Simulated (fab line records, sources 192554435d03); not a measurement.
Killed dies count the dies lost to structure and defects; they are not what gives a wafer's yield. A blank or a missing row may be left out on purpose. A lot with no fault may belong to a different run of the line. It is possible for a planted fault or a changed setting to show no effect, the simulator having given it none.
fab line records	flow n5_finfet
[record] lots = 5	wafers = 15	last_day = 19
route steps=1938 shown BEOL_M0_CUTY@703 BEOL_M0@715 BEOL_M4@1111 PASSIVATION@1936
lots untouched by any fault: they come from a run of this same line in which no faults occurred
start_h: the number of hours between the record's first day and the start of the first shown wafer of the lot	wait_h: how many hours have passed since the lot's step before this one	" repeats the value in the row above	L1.1+2: one row covering several wafers at once	- either no value or no given start	* or withheld: withheld	< > ~ a bound
route shown NAME@n: names a module that has steps shown in the file, with the first one's number in the route	usual: mean/standard deviation of fault-free wafers	same: alike in all rows	chamber/n: place in a boat	sites: readings site by site	_std_site: the values' standard deviation	_edge_site: the outer-site mean with the inner-site mean subtracted	radius_mm: for every site, how far away it sits from the centre of the wafer	mask NAME#n: copy n	behind: the last tool/chamber to shape the wafer	hold: why the lot went on hold/how many hours it stayed there/how the hold came to an end	device: names the non-switching transistor (n, p or np)	end of line: the route-end tests of the same wafers	a step given without rows: its recipe and nothing more	killed: not the wafer's yield, but the dies lost to structure and defects at the first sort	map: the dies of a wafer, with x for killed, . for not killed, _ for no die there
set.NAME: the run value of the setting; set.NAME@STEP: its run value at that earlier step	model.NAME: the simulator's own value behind a step, which no gauge read
lots at selected steps of the route; one table per step, one row per wafer
services: a tool's chamber out of use, with start hour (start_h, from the record's first day; less than 0 if before it), hours out, and reason
[[steps]]
[step N5_BEOL_M0_CUTY_EBR_52]
[recipe] solvent = PGMEA	ebr_width_mm = 1.5
[step N5_BEOL_M0_CUTY_SOFTBAKE_53]
[recipe] temp_c = 110	time_s = 60	resist = CAR-ArF-block
[step N5_BEOL_M0_CUTY_EXPOSE_54]
[recipe] mask_id = M0_ABLK	na = 1.35	source_shape = conventional	sigma_outer = 0.8	polarization = unpolarized	dose_mj = 36
[step N5_BEOL_M0_CUTY_PEB_55]
[recipe] peb_temp_c = 110	peb_time_s = 60	resist = CAR-ArF-block
[step N5_BEOL_M0_CUTY_DEVELOP_56]
[recipe] develop_time_s = 30	developer = TMAH	resist = CAR-ArF-block	rinse_liquid = diw	dry = air_spin	dev_temp_c = 23
[step N5_BEOL_M0_CUTY_DESCUM_61]
[recipe] chemistry = O2	time_s = 7.9	source_power_w = 50	bias_power_w = 20	pressure_mtorr = 20	rf_frequency_hz = 2.712e+07	temp_c = 40	resist = CAR-ArF-block	o2_flow_sccm = 225
[step N5_BEOL_M0_CUTY_ETCH_62]
[recipe] chemistry = CF4	target = SiARC	mask_material = CAR-ArF-block	time_s = 58.5	ion_energy_ev = 80	pressure_mtorr = 40	source_w = 545	bias_w = 36	Ar_flow_sccm = 100	cf4_flow_sccm = 100	ends = cleared
[step N5_BEOL_M0_CUTY_ETCH_63]
[recipe] chemistry = N2/H2	target = SOC	target_depth_a = 827	overetch_a = 165	mask_material = SiARC	temp_c = 40	ion_energy_ev = 200	time_s = 124	pressure_mtorr = 30	source_w = 840	bias_w = 150	n2_flow_sccm = 200	h2_flow_sccm = 200
[step N5_BEOL_M0_CUTY_STRIP_64]
[recipe] chemistry = N2/H2	temp_c = 40	n2_flow_sccm = 200	h2_flow_sccm = 200	rf_frequency_hz = 6e+07
[step N5_BEOL_M0_ETCH_138]
[recipe] chemistry = CH3F/O2	target_depth_a = 120	target = SiCN	time_s = 31.6	ion_energy_ev = 120	pressure_mtorr = 30	source_w = 395	bias_w = 75	Ar_flow_sccm = 150	CH3F_flow_sccm = 30	O2_flow_sccm = 20	ends = cleared
[usual] CH3F_flow_sccm = 30.00/0.091	O2_flow_sccm = 20.01/0.059	drypump_motor_current_A = 6.0/0.48	etch_rf_on_time_s = 29.3/0.81	oes_product_au = 0.67/0.082	rf_fwd_power_W = 385.5/1.4	rf_vpp_V = 296.7/1.6	showerhead_plenum_p_Torr = 1.97/0.064	throttle_valve_pct = 16.32/0.29
lot.wafer	tool	chamber	start_h	wait_h	CH3F_flow_sccm	O2_flow_sccm	drypump_motor_current_A	etch_rf_on_time_s	oes_product_au	rf_fwd_power_W	rf_hours_counter_h	rf_vpp_V	showerhead_plenum_p_Torr	throttle_valve_pct	model.SiO2_of_BEOL_M0_SAQP_SPACER2_ALD_26.thk_nm
L364.2	rie_diel-04	1	117.31	0.0	30.00	19.95	6.4	29.2	0.57	385.7	233	298.8	2.06	16.41	5.4
L364.4	"	3	"	"	30.05	19.92	5.2	28.5	0.61	385.8	-	295.3	1.90	16.21	5.2
L364.5	"	1	"	"	30.07	20.01	6.4	29.8	0.58	385.1	-	297.4	2.06	16.39	5.4
L378.2	rie_diel-04	3	203.06	0.0	-	-	-	-	-	-	-	-	-	-	7.2
L378.4	"	1	"	"	-	-	-	-	-	-	-	-	-	-	7.2
L378.5	"	2	"	"	-	-	-	-	-	-	-	-	-	-	7.4
L379.1	rie_diel-04	2	207.46	0.0	-	-	-	-	-	-	-	-	-	-	7
L379.4	"	3	"	"	-	-	-	-	-	-	-	-	-	-	7.2
L379.5	"	1	"	"	-	-	-	-	-	-	-	-	-	-	7
L380.1	rie_diel-03	0	213.51	0.0	-	-	-	-	-	-	-	-	-	-	7.2
L380.2	"	2	"	"	-	-	-	-	-	-	-	-	-	-	7
L380.6	"	1	"	"	-	-	-	-	-	-	-	-	-	-	7.2
L387.1	rie_diel-03	3	254.84	0.0	30.08	19.96	6.5	29.0	0.59	384.7	235	298.3	2.04	16.35	5.4
L387.4	"	3	"	"	30.00	20.03	6.5	30.1	0.58	385.6	-	298.0	2.04	16.35	5.2
L387.5	"	3	"	"	30.11	19.95	6.5	29.2	0.59	385.4	-	298.6	2.04	16.34	5.4
[step N5_BEOL_M0_HM_OPEN_105]
[recipe] chemistry = Cl2/BCl3	target_depth_a = 120	target = TiN	ion_energy_ev = 150	pressure_mtorr = 10	icp_w = 1000	bias_w = 126	Cl2_flow_sccm = 53.25	bcl3_flow_sccm = 21.75	Ar_flow_sccm = 25
[usual] drypump_motor_current_A = 5.3/0.37	oes_product_au = 0.81/0.11	rf_fwd_power_W = 996/3.1	throttle_valve_pct = 21.9/0.32
lot.wafer	tool	chamber	start_h	wait_h	drypump_motor_current_A	oes_product_au	rf_fwd_power_W	rf_hours_counter_h	throttle_valve_pct	model.SiO2_of_BEOL_M0_SAQP_SPACER2_ALD_26.thk_nm
L364.2	rie_metal-01	0	118.07	0.7	4.8	0.58	994	120	22.4	3.2
L364.4	"	1	"	"	5.6	0.62	996	-	22.5	2.8
L364.5	"	1	"	"	5.6	0.62	994	-	22.5	3
L378.2	rie_metal-03	1	205.03	1.9	5.4	0.82	999	30	21.9	4.6
L378.4	"	0	"	"	5.0	0.91	999	-	21.7	4.6
L378.5	"	0	"	"	5.0	0.91	999	-	21.7	4.8
L379.1	rie_metal-01	1	208.78	1.3	5.6	0.61	995	126	22.5	4.6
L379.4	"	0	"	"	4.8	0.57	1002	-	22.4	5
L379.5	"	1	"	"	5.6	0.61	995	-	22.5	4.6
L380.1	rie_metal-03	1	215.47	1.9	5.4	0.80	996	31	22.0	4.6
L380.2	"	0	"	"	5.0	0.89	987	12	21.7	4.6
L380.6	"	0	"	"	5.0	0.89	993	-	21.7	4.6
L387.1	rie_metal-03	0	259.29	4.4	5.0	0.86	995	18	21.7	3
L387.4	"	1	"	"	5.4	0.80	994	-	22.0	2.8
L387.5	"	1	"	"	5.3	0.80	994	-	22.0	2.8
[step N5_BEOL_M0_STRIP_140]
[recipe] chemistry = CF4	resist = SiARC	power_w = 300	bias_power_w = 75	pressure_mtorr = 50	cf4_flow_sccm = 150	rf_frequency_hz = 6e+07
[step N5_BEOL_M0_STRIP_104]
[recipe] chemistry = N2/H2	power_w = 450	temp_c = 40	pressure_mtorr = 20	rf_frequency_hz = 6e+07	overash_fraction = 0.3	bias_power_w = 7	h2_frac = 0.5	n2_flow_sccm = 200	h2_flow_sccm = 200
[step N5_BEOL_M0_WET_ETCH_106]
[recipe] chemistry = DHF	dilution = 10:1	temp_c = 25	target = SiO2	target_depth_a = 1300	dry = ipa_marangoni	rinse_time_s = 30	rinse_temp_c = 23
[step N5_BEOL_M0_ETCH_128]
[recipe] chemistry = CF4/N2	target_depth_a = 120	overetch_a = 51	target = SiCN	time_s = 21.4	ion_energy_ev = 150	pressure_mtorr = 40	source_w = 430	bias_w = 70	Ar_flow_sccm = 100	cf4_flow_sccm = 60	n2_flow_sccm = 60
[usual] bias_w = 70.03/0.24	cf4_flow_sccm = 60.04/0.18	drypump_motor_current_A = 5.9/0.47	oes_product_au = 0.53/0.057	rf_fwd_power_W = 425.4/1.4	rf_vpp_V = 381.7/2	showerhead_plenum_p_Torr = 2.18/0.074	throttle_valve_pct = 15.48/0.3
lot.wafer	tool	chamber	start_h	wait_h	bias_w	cf4_flow_sccm	drypump_motor_current_A	oes_product_au	rf_fwd_power_W	rf_hours_counter_h	rf_vpp_V	showerhead_plenum_p_Torr	throttle_valve_pct
L364.2	rie_diel-01	0	118.54	0.1	69.90	60.00	6.4	0.49	425.9	170	384.5	2.29	15.67
L364.4	"	2	"	"	69.74	60.04	6.6	0.53	423.7	135	380.9	2.12	15.75
L364.5	"	1	"	"	69.75	60.00	5.8	0.64	424.1	-	381.1	2.16	15.32
L378.2	rie_diel-04	2	205.58	0.1	69.90	59.99	5.6	0.27	425.3	193	379.1	2.11	15.68
L378.4	"	3	"	"	70.29	59.97	5.2	0.26	428.1	246	379.1	2.08	15.39
L378.5	"	1	"	"	70.01	60.11	6.4	0.35	428.1	-	382.3	2.25	15.00
L379.1	rie_diel-04	0	209.40	0.3	70.02	60.40	6.0	0.28	426.5	142	382.6	2.21	15.81
L379.4	"	1	"	"	70.13	59.67	6.4	0.34	425.5	11	384.5	2.25	15.00
L379.5	"	3	"	"	69.76	60.06	5.1	0.27	423.4	-	378.5	2.08	15.37
L380.1	rie_diel-04	0	216.65	0.8	69.90	59.69	6.0	0.28	424.6	146	382.3	2.21	15.80
L380.2	"	1	"	"	70.12	59.86	6.4	0.34	427.9	15	382.3	2.25	15.02
L380.6	"	1	"	"	70.52	59.99	6.4	0.34	427.5	-	384.0	2.25	15.01
L387.1	rie_diel-04	1	260.57	0.9	69.93	60.33	6.4	0.59	426.0	37	382.0	2.24	15.07
L387.4	"	3	"	"	70.29	60.47	5.2	0.66	426.1	4	387.3	2.34	14.90
L387.5	"	3	"	"	70.19	60.43	5.2	0.64	425.6	-	387.2	2.34	14.90
[step N5_BEOL_M0_TRENCH_ETCH_107]
[recipe] chemistry = C4F6/O2	target_depth_a = 328	target = SiOC	time_s = 16.4	ion_energy_ev = 250	pressure_mtorr = 30	source_w = 355	bias_w = 185	Ar_flow_sccm = 300	C4F6_flow_sccm = 10	O2_flow_sccm = 10
[step N5_BEOL_M0_STRIP_142]
[recipe] chemistry = N2/H2	time_s = 10	power_w = 450	temp_c = 40	pressure_mtorr = 20	rf_frequency_hz = 6e+07	bias_power_w = 7	n2_flow_sccm = 200	h2_flow_sccm = 200
[step N5_BEOL_M0_OCD_MEAS_108]
[usual] trench_depth_nm = 32.3/0.69
lot.wafer	tool	chamber	start_h	wait_h	trench_depth_nm
L364.2	ocd-02	-	118.69	0.1	32.0
L364.4	"	-	"	"	32.6
L364.5	"	-	"	"	33.8
L378.2	ocd-02	-	205.73	0.1	0
L378.4	"	-	"	"	0
L378.5	"	-	"	"	0.2
L379.1	ocd-01	-	209.54	0.1	0.2
L379.4	"	-	"	"	0
L379.5	"	-	"	"	0
L380.1	ocd-02	-	216.80	0.1	0.4
L380.2	"	-	"	"	0
L380.6	"	-	"	"	0.2
L387.1	ocd-02	-	260.71	0.1	32.5
L387.4	"	-	"	"	32.3
L387.5	"	-	"	"	32.9
[step N5_BEOL_M0_HM_STRIP_129]
[recipe] chemistry = peroxide_tin_strip	material = TiN	target_depth_a = 170	temp_c = 50	time_s = 108
[step N5_BEOL_M4_RC_MEAS_101]
[usual] DIBL_N = 35.8/1.7	DIBL_P = 35.3/2	IOFF_N = 0.150/0.026	IOFF_P = 0.194/0.029	ION_N = 667/11	ION_P = 456/7.1	SS_N = 71.4/0.65	SS_P = 73.1/0.64	VT_N = 251/3	VT_P = -252/3.2
lot.wafer	tool	chamber	start_h	wait_h	DIBL_N[mV/V]	DIBL_P[mV/V]	IOFF_N[nA/um]	IOFF_P[nA/um]	ION_N[uA/um]	ION_P[uA/um]	SS_N[mV/dec]	SS_P[mV/dec]	VT_N[mV]	VT_P[mV]
L364.2	prober-01	0	210.04	0.2	36.3	37.0	0.139	0.193	659	454	70.9	72.5	255	-252
L364.4	"	0	"	"	36.9	38.1	0.167	0.215	672	456	72.6	73.2	248	-252
L364.5	"	0	"	"	35.6	36.1	0.132	0.178	655	449	71.1	72.9	253	-255
L387.1	prober-02	0	349.42	0.0	37.4	38.4	0.191	0.199	681	451	71.3	74.2	247	-255
L387.4	"	0	"	"	38.1	39.3	0.192	0.207	677	453	72.0	74.2	247	-252
L387.5	"	0	"	"	34.7	35.7	0.144	0.164	666	447	71.4	73.0	248	-255
[step N5_PASSIVATION_PROBE_49]
[usual] defect_limited_yield = 91.5/1.4	killed_at_M0_to_M3 = 34/11	killed_at_M4_up = 15/6	killed_at_contacts = 11/5.9	killed_at_front_end = 37/11	killed_at_other = 3.6/2.9	killed_dies = 101/17	killed_on_rim = 13/4	killed_open = 66/12	killed_short = 33/7.8	sort_bin_5_function = 5.0/0.97	sort_bin_6_memory = 3.2/0.65	sort_n_pass = 1079/17	sort_yield_pct = 91.4/1.4
[same] gross_dies = 1180	killed_at_back_side = 0	sort_bin_4_leakage[%] = 0	sort_bin_8_speed[%] = 0
lot.wafer	tool	chamber	start_h	wait_h	defect_limited_yield[%]	killed_at_M0_to_M3	killed_at_M4_up	killed_at_contacts	killed_at_front_end	killed_at_other	killed_dies	killed_on_rim	killed_open	killed_short	sort_bin_5_function[%]	sort_bin_6_memory[%]	sort_n_pass	sort_yield_pct[%]
L364.2	prober-02	-	307.16	0.1	91.7	43	21	5	24	5	98	9	72	24	5.0	3.1	1082	91.7
L364.4	prober-02	-	307.26	0.2	90.2	52	13	10	41	0	116	15	70	43	5.7	3.9	1064	90.2
L364.5	prober-02	-	307.31	0.2	89.5	55	12	18	36	3	124	17	77	45	6.6	3.6	1056	89.5
L380.1	prober-01	-	418.44	0.0	0	1119	16	10	31	4	1180	152	74	25	96.6	3.0	0	0
L380.2	prober-01	-	418.49	0.1	0	1084	15	27	44	10	1180	152	83	44	95.9	3.6	0	0
L380.6	prober-01	-	418.69	0.3	0	1101	23	12	33	11	1180	152	74	33	96.9	3.1	0	0
L379.1	prober-01	-	423.65	0.0	0	1133	6	6	34	1	1180	152	37	24	97.8	1.9	0	0
L379.4	prober-01	-	423.80	0.2	0	1109	13	10	43	5	1180	152	57	30	97.7	2.0	0	0
L379.5	prober-01	-	423.85	0.2	0	1114	17	4	45	0	1180	152	61	26	97.5	2.4	0	0
L378.2	prober-02	-	427.58	0.1	0	1117	8	13	37	5	1180	152	54	23	97.5	2.4	0	0
L378.4	prober-02	-	427.68	0.2	0	1113	11	13	38	5	1180	152	63	31	96.0	3.5	0	0
L378.5	prober-02	-	427.73	0.2	0	1095	11	23	44	7	1180	152	78	33	95.8	3.8	0	0
L387.1	prober-02	-	462.25	0.0	84.4	73	15	16	76	4	184	21	127	55	9.6	5.8	996	84.4
L387.4	prober-02	-	462.40	0.2	90.1	38	8	2	65	4	117	13	69	47	5.8	3.8	1063	90.1
L387.5	prober-02	-	462.45	0.2	90.3	32	6	17	55	5	115	15	82	32	6.7	3.0	1065	90.3
// killed by level:class
L364.2 BEOL_M2:geometric_particle:open=14 BEOL_M1:geometric_particle:open=12 BEOL_M4:geometric_particle:open=10 BEOL_M0_SAQP:geometric_particle:short=6 FIN_SAQP:geometric_particle:open=5 BEOL_M0_SAQP:geometric_particle:open=5 STI_FIN_REVEAL:geometric_particle:open=4 MOL_CONTACT_COAG:geometric_particle:open=4
L364.4 BEOL_M0_SAQP:geometric_particle:open=15 BEOL_M0_SAQP:geometric_particle:short=11 DUMMY_GATE:geometric_particle:open=10 MOL_CONTACT_COAG:geometric_particle:open=10 BEOL_M2:geometric_particle:open=7 BEOL_M1:geometric_particle:open=6 BEOL_M1:geometric_particle:short=5 FIN_SAQP:geometric_particle:short=4
L364.5 MOL_CONTACT_COAG:geometric_particle:open=13 BEOL_M0_SAQP:geometric_particle:short=12 BEOL_M3:geometric_particle:open=10 BEOL_M0_SAQP:geometric_particle:open=9 FIN_SAQP:geometric_particle:short=7 BEOL_M1:geometric_particle:open=7 BEOL_M2:geometric_particle:open=7 FIN_SAQP:geometric_particle:open=6
L380.1 BEOL_M0:area_etch=1081 STI_FIN_REVEAL:geometric_particle:open=17 BEOL_M1:geometric_particle:open=11 MOL_CONTACT_COAG:geometric_particle:open=10 BEOL_M4:geometric_particle:open=9 BEOL_M0_SAQP:geometric_particle:open=6 BEOL_M0_SAQP:geometric_particle:short=6 BEOL_M3:geometric_particle:open=6
L380.2 BEOL_M0:area_etch=1051 MOL_CONTACT_COAG:geometric_particle:open=21 STI_FIN_REVEAL:geometric_particle:open=16 FIN_SAQP:geometric_particle:short=10 BEOL_M1:geometric_particle:open=8 BEOL_M2:geometric_particle:open=7 MOL_CONTACT_COAG:geometric_particle:short=6 BEOL_M4:geometric_particle:open=6
L380.6 BEOL_M0:area_etch=1071 STI_FIN_REVEAL:geometric_particle:open=16 MOL_CONTACT_COAG:geometric_particle:open=12 BEOL_M0_SAQP:geometric_particle:open=8 BEOL_M4:geometric_particle:open=6 GATE_CUT:geometric_particle:short=5 BEOL_M0:geometric_particle:open=5 STI_FIN_REVEAL:geometric_particle:short=4
L379.1 BEOL_M0:area_etch=1118 STI_FIN_REVEAL:geometric_particle:open=8 GATE_CUT:geometric_particle:short=6 MOL_CONTACT_COAG:geometric_particle:open=6 BEOL_M2:geometric_particle:open=5 FIN_SAQP:geometric_particle:short=4 FIN_SAQP:geometric_particle:open=4 BEOL_M0_SAQP:geometric_particle:short=4
L379.4 BEOL_M0:area_etch=1091 STI_FIN_REVEAL:geometric_particle:open=15 BEOL_M4:geometric_particle:open=10 FIN_SAQP:geometric_particle:short=7 MOL_CONTACT_COAG:geometric_particle:open=7 BEOL_M3:geometric_particle:open=6 DUMMY_GATE:geometric_particle:open=4 BEOL_M0_SAQP:geometric_particle:short=4
L379.5 BEOL_M0:area_etch=1093 STI_FIN_REVEAL:geometric_particle:open=16 BEOL_M4:geometric_particle:open=8 FIN_SAQP:geometric_particle:short=7 BEOL_M0_SAQP:geometric_particle:open=6 BEOL_M2:geometric_particle:open=6 DUMMY_GATE:geometric_particle:open=5 BEOL_M0_SAQP:geometric_particle:short=5
L378.2 BEOL_M0:area_etch=1102 FIN_SAQP:geometric_particle:open=11 MOL_CONTACT_COAG:geometric_particle:open=10 STI_FIN_REVEAL:geometric_particle:open=7 BEOL_M2:geometric_particle:open=6 FIN_SAQP:geometric_particle:short=5 MOL_CONTACT_COAG:geometric_particle:short=3 BEOL_M1:geometric_particle:open=3
L378.4 BEOL_M0:area_etch=1083 FIN_SAQP:geometric_particle:open=12 MOL_CONTACT_COAG:geometric_particle:open=8 FIN_SAQP:geometric_particle:short=7 BEOL_M4:geometric_particle:open=6 BEOL_M1:geometric_particle:open=6 STI_FIN_REVEAL:geometric_particle:open=5 MOL_CONTACT_COAG:geometric_particle:short=5
L378.5 BEOL_M0:area_etch=1069 MOL_CONTACT_COAG:geometric_particle:open=22 STI_FIN_REVEAL:geometric_particle:open=10 FIN_SAQP:geometric_particle:open=9 STI_FIN_REVEAL:geometric_particle:short=6 FIN_SAQP:geometric_particle:short=5 BEOL_M1:geometric_particle:open=5 BEOL_M2:geometric_particle:open=5
L387.1 BEOL_M0_SAQP:geometric_particle:short=20 FIN_SAQP:geometric_particle:open=15 STI_FIN_REVEAL:geometric_particle:open=15 BEOL_M0_SAQP:geometric_particle:open=15 MOL_CONTACT_COAG:geometric_particle:open=14 BEOL_M2:geometric_particle:open=14 BEOL_M3:geometric_particle:open=11 FIN_SAQP:geometric_particle:short=8
L387.4 FIN_SAQP:geometric_particle:open=20 BEOL_M0_SAQP:geometric_particle:short=14 STI_FIN_REVEAL:geometric_particle:open=11 BEOL_M0_SAQP:geometric_particle:open=11 FIN_SAQP:geometric_particle:short=9 GATE_CUT:geometric_particle:short=7 ILD0:geometric_particle:short=4 BEOL_M2:geometric_particle:open=4
L387.5 STI_FIN_REVEAL:geometric_particle:open=15 MOL_CONTACT_COAG:geometric_particle:open=12 BEOL_M3:geometric_particle:open=12 GATE_CUT:geometric_particle:open=7 GATE_CUT:geometric_particle:short=6 MOL_CONTACT_COAG:geometric_particle:short=5 BEOL_M2:geometric_particle:open=5 FIN_SAQP:geometric_particle:open=4
// map L378.2 (x killed, . not)
_________________xxxxxxxxxxxx________________
______________xxxxxxxxxxxxxxxxxx_____________
___________xxxxxxxxxxxxxxxxxxxxxxxx__________
__________xxxxxxxxxxxxxxxxxxxxxxxxxx_________
________xxxxxxxxxxxxxxxxxxxxxxxxxxxxxx_______
_______xxxxxxxxxxxxxxxxxxxxxxxxxxxxxxxx______
______xxxxxxxxxxxxxxxxxxxxxxxxxxxxxxxxxx_____
_____xxxxxxxxxxxxxxxxxxxxxxxxxxxxxxxxxxxx____
____xxxxxxxxxxxxxxxxxxxxxxxxxxxxxxxxxxxxxx___
___xxxxxxxxxxxxxxxxxxxxxxxxxxxxxxxxxxxxxxxx__
___xxxxxxxxxxxxxxxxxxxxxxxxxxxxxxxxxxxxxxxx__
__xxxxxxxxxxxxxxxxxxxxxxxxxxxxxxxxxxxxxxxxxx_
__xxxxxxxxxxxxxxxxxxxxxxxxxxxxxxxxxxxxxxxxxx_
_xxxxxxxxxxxxxxxxxxxxxxxxxxxxxxxxxxxxxxxxxxxx
_xxxxxxxxxxxxxxxxxxxxxxxxxxxxxxxxxxxxxxxxxxxx
_xxxxxxxxxxxxxxxxxxxxxxxxxxxxxxxxxxxxxxxxxxxx
_xxxxxxxxxxxxxxxxxxxxxxxxxxxxxxxxxxxxxxxxxxxx
_xxxxxxxxxxxxxxxxxxxxxxxxxxxxxxxxxxxxxxxxxxxx
_xxxxxxxxxxxxxxxxxxxxxxxxxxxxxxxxxxxxxxxxxxxx
_xxxxxxxxxxxxxxxxxxxxxxxxxxxxxxxxxxxxxxxxxxxx
_xxxxxxxxxxxxxxxxxxxxxxxxxxxxxxxxxxxxxxxxxxxx
__xxxxxxxxxxxxxxxxxxxxxxxxxxxxxxxxxxxxxxxxxx_
__xxxxxxxxxxxxxxxxxxxxxxxxxxxxxxxxxxxxxxxxxx_
___xxxxxxxxxxxxxxxxxxxxxxxxxxxxxxxxxxxxxxxx__
___xxxxxxxxxxxxxxxxxxxxxxxxxxxxxxxxxxxxxxxx__
____xxxxxxxxxxxxxxxxxxxxxxxxxxxxxxxxxxxxxx___
_____xxxxxxxxxxxxxxxxxxxxxxxxxxxxxxxxxxxx____
______xxxxxxxxxxxxxxxxxxxxxxxxxxxxxxxxxx_____
_______xxxxxxxxxxxxxxxxxxxxxxxxxxxxxxxx______
________xxxxxxxxxxxxxxxxxxxxxxxxxxxxxx_______
__________xxxxxxxxxxxxxxxxxxxxxxxxxx_________
___________xxxxxxxxxxxxxxxxxxxxxxxx__________
______________xxxxxxxxxxxxxxxxxx_____________
_________________xxxxxxxxxxxx________________
// map L379.1 (x killed, . not)
_________________xxxxxxxxxxxx________________
______________xxxxxxxxxxxxxxxxxx_____________
___________xxxxxxxxxxxxxxxxxxxxxxxx__________
__________xxxxxxxxxxxxxxxxxxxxxxxxxx_________
________xxxxxxxxxxxxxxxxxxxxxxxxxxxxxx_______
_______xxxxxxxxxxxxxxxxxxxxxxxxxxxxxxxx______
______xxxxxxxxxxxxxxxxxxxxxxxxxxxxxxxxxx_____
_____xxxxxxxxxxxxxxxxxxxxxxxxxxxxxxxxxxxx____
____xxxxxxxxxxxxxxxxxxxxxxxxxxxxxxxxxxxxxx___
___xxxxxxxxxxxxxxxxxxxxxxxxxxxxxxxxxxxxxxxx__
___xxxxxxxxxxxxxxxxxxxxxxxxxxxxxxxxxxxxxxxx__
__xxxxxxxxxxxxxxxxxxxxxxxxxxxxxxxxxxxxxxxxxx_
__xxxxxxxxxxxxxxxxxxxxxxxxxxxxxxxxxxxxxxxxxx_
_xxxxxxxxxxxxxxxxxxxxxxxxxxxxxxxxxxxxxxxxxxxx
_xxxxxxxxxxxxxxxxxxxxxxxxxxxxxxxxxxxxxxxxxxxx
_xxxxxxxxxxxxxxxxxxxxxxxxxxxxxxxxxxxxxxxxxxxx
_xxxxxxxxxxxxxxxxxxxxxxxxxxxxxxxxxxxxxxxxxxxx
_xxxxxxxxxxxxxxxxxxxxxxxxxxxxxxxxxxxxxxxxxxxx
_xxxxxxxxxxxxxxxxxxxxxxxxxxxxxxxxxxxxxxxxxxxx
_xxxxxxxxxxxxxxxxxxxxxxxxxxxxxxxxxxxxxxxxxxxx
_xxxxxxxxxxxxxxxxxxxxxxxxxxxxxxxxxxxxxxxxxxxx
__xxxxxxxxxxxxxxxxxxxxxxxxxxxxxxxxxxxxxxxxxx_
__xxxxxxxxxxxxxxxxxxxxxxxxxxxxxxxxxxxxxxxxxx_
___xxxxxxxxxxxxxxxxxxxxxxxxxxxxxxxxxxxxxxxx__
___xxxxxxxxxxxxxxxxxxxxxxxxxxxxxxxxxxxxxxxx__
____xxxxxxxxxxxxxxxxxxxxxxxxxxxxxxxxxxxxxx___
_____xxxxxxxxxxxxxxxxxxxxxxxxxxxxxxxxxxxx____
______xxxxxxxxxxxxxxxxxxxxxxxxxxxxxxxxxx_____
_______xxxxxxxxxxxxxxxxxxxxxxxxxxxxxxxx______
________xxxxxxxxxxxxxxxxxxxxxxxxxxxxxx_______
__________xxxxxxxxxxxxxxxxxxxxxxxxxx_________
___________xxxxxxxxxxxxxxxxxxxxxxxx__________
______________xxxxxxxxxxxxxxxxxx_____________
_________________xxxxxxxxxxxx________________
[[services]]
tool	chamber	start_h	hours	kind
rie_diel-01	0	100.51	13.7	repair
rie_diel-04	2	110.41	45.9	repair
rie_diel-04	-	115.75	0.4	repair
rie_metal-01	-	122.63	0.3	repair
rie_diel-04	1	156.64	-	clean
rie_diel-04	1	156.64	-	consumable_replace:focus_ring
rie_diel-04	1	156.64	21.8	scheduled_down
rie_diel-04	1	156.64	21.8	vent_cycle
rie_diel-04	0	159.67	9.2	repair
rie_diel-04	3	166.89	6.3	repair
rie_diel-03	1	182.04	-	clean
rie_diel-03	1	182.04	-	consumable_replace:focus_ring
rie_diel-03	1	182.04	21.0	scheduled_down
rie_diel-03	1	182.04	21.0	vent_cycle
rie_diel-01	2	196.01	16.2	repair
rie_metal-01	1	217.15	-	clean
rie_diel-04	3	217.41	-	clean
rie_diel-04	3	217.41	-	consumable_replace:focus_ring
rie_diel-04	3	217.41	-	consumable_replace:showerhead
rie_diel-04	3	217.41	30.8	scheduled_down
rie_diel-04	3	217.41	30.8	vent_cycle
rie_diel-01	0	236.26	2.0	repair
rie_diel-01	1	242.72	9.3	repair
rie_diel-03	1	252.93	10.3	repair
[[key]]
[first_sign] step = N5_BEOL_M0_ETCH_138	reading = tool_record	direction = missing
[effect] step = N5_BEOL_M0_ETCH_128	reading = oes_product_au	direction = down	sigmas = 3.9	usual = 0.53	struck = 0.30
[effect] step = N5_BEOL_M0_OCD_MEAS_108	reading = trench_depth_nm	direction = down	sigmas = 47	usual = 32.3	struck = 0.1
[effect] step = N5_PASSIVATION_PROBE_49	reading = killed_at_M0_to_M3	direction = up	sigmas = 99	usual = 34	struck = 1109
[model_effect] step = N5_BEOL_M0_ETCH_138	value = SiO2_of_BEOL_M0_SAQP_SPACER2_ALD_26.thk_nm	without = 5.178	struck = 7.156
[model_effect] step = N5_BEOL_M0_HM_OPEN_105	value = SiO2_of_BEOL_M0_SAQP_SPACER2_ALD_26.thk_nm	without = 2.711	struck = 4.667
[more_kills_born_at] N5_BEOL_M0_ETCH_138@rie_diel-04 = 6556	N5_BEOL_M0_ETCH_138@rie_diel-03 = 3203
met_at N5_BEOL_M0_ETCH_138
struck_wafers L378.2,L378.4,L378.5,L379.1,L379.4,L379.5,L380.1,L380.2,L380.6
later_rows_left_out L378.2,L378.4,L378.5,L379.1,L379.4,L379.5,L380.1,L380.2,L380.6
onset_between 117.31 203.06
[fault] kind = skipped_step_whole	tool = rie_diel-03,rie_diel-04	chamber = -	onset_h = 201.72	steps = N5_BEOL_M0_ETCH_138	scope = struck_lots_only
// later_rows_left_out: the simulator's readings of these wafers behind a module that went badly wrong aren't trusted and aren't shown, but for the sort
